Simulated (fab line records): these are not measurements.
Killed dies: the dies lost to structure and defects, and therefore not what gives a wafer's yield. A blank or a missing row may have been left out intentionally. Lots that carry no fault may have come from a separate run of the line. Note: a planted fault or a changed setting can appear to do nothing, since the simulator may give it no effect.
Split-lot study	flow n5-finfet	on a route of 1938 steps: 7 lots, 39 wafers read

## THE SPLIT
At N5_BEOL_M13_DEP_53 (deposits SiCN from 3MS/NH3, target thk 50 nm, time 17.8 s), the setting target-thk-a was moved away from the recipe's 500 angstrom on 12 of the 39 wafers read, by -55.7% to +33.5%. This setting was run at the recipe's value on the other wafers.

The split's own step is where the reading is taken.

## THE READING
SiCN_of_BEOL_M13_DEP_53.thk-nm (the simulator's own value, which no gauge read), in nm, at N5_BEOL_M13_DEP_53 (deposits SiCN from 3MS/NH3, target thk 50 nm, time 17.8 s). The file does not state a usual value for it. Here, 27 wafers ran the recipe; their average is 49.6 nm with a standard deviation of 0.75 nm.

wafer	tool, chamber at the split	target-thk-a as run, angstrom	against the recipe	SiCN_of_BEOL_M13_DEP_53.thk-nm, nm	against lot-mates on the recipe
L076.1	pecvd-04, 1	667.5	+33.5%	66.8	+16.1
L076.2	pecvd-04, 2	667.5	+33.5%	66.4	+15.7
L076.3	pecvd-04, 0	667.5	+33.5%	66.6	+15.9
L076.4	pecvd-04, 1	500	recipe	51.2	-
L076.5	pecvd-04, 0	500	recipe	50.2	-
L076.6	pecvd-04, 2	500	recipe	50.8	-
L075.1	pecvd-03, 1	500	recipe	48.8	-
L075.2	pecvd-03, 2	500	recipe	48.4	-
L075.3	pecvd-03, 0	500	recipe	49	-
L075.4	pecvd-03, 2	500	recipe	48.6	-
L075.5	pecvd-03, 1,0	500	recipe	49.6	-
L075.6	pecvd-03, 1,0	500	recipe	49.6	-
L082.1	pecvd-02, 2	275.9	-44.8%	28.2	-21.5
L082.2	pecvd-02, 0	500	recipe	49.2	-
L082.3	pecvd-02, 1	500	recipe	49.6	-
L082.4	pecvd-02, 2	275.9	-44.8%	27.8	-21.9
L082.5	pecvd-02, 1	500	recipe	50.4	-
L082.6	pecvd-02, 0	275.9	-44.8%	27.4	-22.3
L084.1	pecvd-02, 1	500	recipe	49	-
L084.4	pecvd-02, 0	500	recipe	49.4	-
L084.5	pecvd-02, 1	500	recipe	50	-
L090.1	pecvd-02, 2	221.3	-55.7%	22.2	-27.5
L090.2	pecvd-02, 1	500	recipe	50	-
L090.3	pecvd-02, 0	500	recipe	49	-
L090.4	pecvd-02, 0	221.3	-55.7%	22	-27.7
L090.5	pecvd-02, 2	221.3	-55.7%	22.8	-26.9
L090.6	pecvd-02, 1	500	recipe	50.2	-
L095.1	pecvd-02, 2,0	402.6	-19.5%	39.8	-10.1
L095.2	pecvd-02, 2,0	402.6	-19.5%	39.8	-10.1
L095.3	pecvd-02, 2	500	recipe	49.6	-
L095.4	pecvd-02, 0	402.6	-19.5%	39.6	-10.3
L095.5	pecvd-02, 0	500	recipe	49.8	-
L095.6	pecvd-02, 2	500	recipe	50.2	-
L097.1	pecvd-04, 2	500	recipe	47.8	-
L097.2	pecvd-04, 0	500	recipe	49	-
L097.3	pecvd-04, 1	500	recipe	49.4	-
L097.4	pecvd-04, 0,2	500	recipe	49.8	-
L097.5	pecvd-04, 0,2	500	recipe	49.8	-
L097.6	pecvd-04, 1	500	recipe	50.6	-
The file does not say which wafer passed through which chamber wherever a row lists several chambers: such a row stands for several wafers.

FIT RESULTS
A straight line over all 39 wafers: SiCN_of_BEOL_M13_DEP_53.thk-nm changes by +0.493 nm for each +1% of target-thk-a; r = +1.00; the points scatter about the line by 0.68 nm.
The same after taking each lot's own level away (the mean of its wafers on the recipe; 39 wafers): +0.488 nm for each +1%; r = +1.00; scatter 0.54 nm.
Per that fit: largest target-thk-a move, reading shift of 27 nm.
Measured against the standard deviation above, the lots' own levels, which go from 49.00 to 50.73 nm, span 2.3 times it.
Hence the lot-to-lot level has little effect on the slope; both slopes agree.
Check: with one of the wafers moved furthest among these (-55.7%) left out of the fit, the line predicts -27.3 nm for it against its lot-mates. Against them it came out at -27.5 nm.

## FURTHER SPLITS ON THESE WAFERS
Note: prior to the reading, these wafers also went through further splits. Each is held against what the fit with the lots' levels taken away leaves over:
other split on the same wafers	wafers away from the commonest value	r with SiCN_of_BEOL_M13_DEP_53.thk-nm (lot level and that fit taken away)
N5_BEOL_M10_ILD_DEP_00 target-thk-a	15	-0.09
N5_BEOL_M11_VIA_ETCH_34 target-depth-a	18	+0.02

## FILE'S OWN FIT
SiCN_of_BEOL_M13_DEP_53.thk-nm changes by +0.489 nm for each +1% of target-thk-a, r = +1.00.
